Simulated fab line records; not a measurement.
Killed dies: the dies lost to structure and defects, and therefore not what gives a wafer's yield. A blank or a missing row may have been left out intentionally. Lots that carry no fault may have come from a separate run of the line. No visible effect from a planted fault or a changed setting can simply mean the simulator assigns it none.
Chamber matching    flow n5 finfet    4 sister chambers for N5_GATE_CUT_ALD_22 on ald sin-03
The step deposits SiNx, target thk 16 nm, pulse time 1 s, ald cycles 320. 4 wafers are shown with their chamber, then 8 later ones without.

EACH WAFER AND ITS CHAMBER
wafer   chamber  heater power w (W)
L080.3  2        758
L080.4  0        836
L082.4  1        805
L086.1  3        875

WAFERS WITH NO CHAMBER GIVEN
wafer   heater power w (W)
L086.2  838
L086.3  749
L087.1  838
L087.2  870
L087.5  745
L095.1  740
L095.3  858
L095.6  829

CHAMBER TAKEN BY EACH
wafer    from the rows above       in truth
L086.2   0                         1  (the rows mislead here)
L086.3   2                         2
L087.1   0                         0
L087.2   3                         3
L087.5   2                         2
L095.1   2                         2
L095.3   can't be placed: 3 or 0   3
L095.6   can't be placed: 0 or 1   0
Correctly placed: 5 of 8. Can't be placed from these rows: 2 (the true chamber is among the candidates in 2). Number placed wrongly: 1.
How it was worked out, from the rows above alone: a wafer's distance from a chamber is the root of the sum, over the readings, of the square of ((its reading less the chamber's mean) divided by the reading's scatter). If the next closest chamber is less than 2 further off than the closest, the wafer can't be placed; otherwise it belongs to the closest. A chamber's mean is the mean of its shown wafers. The scatter (one wafer shown for each chamber): square how far every hidden wafer sits from the nearest shown wafer, average those squares and take the square root.
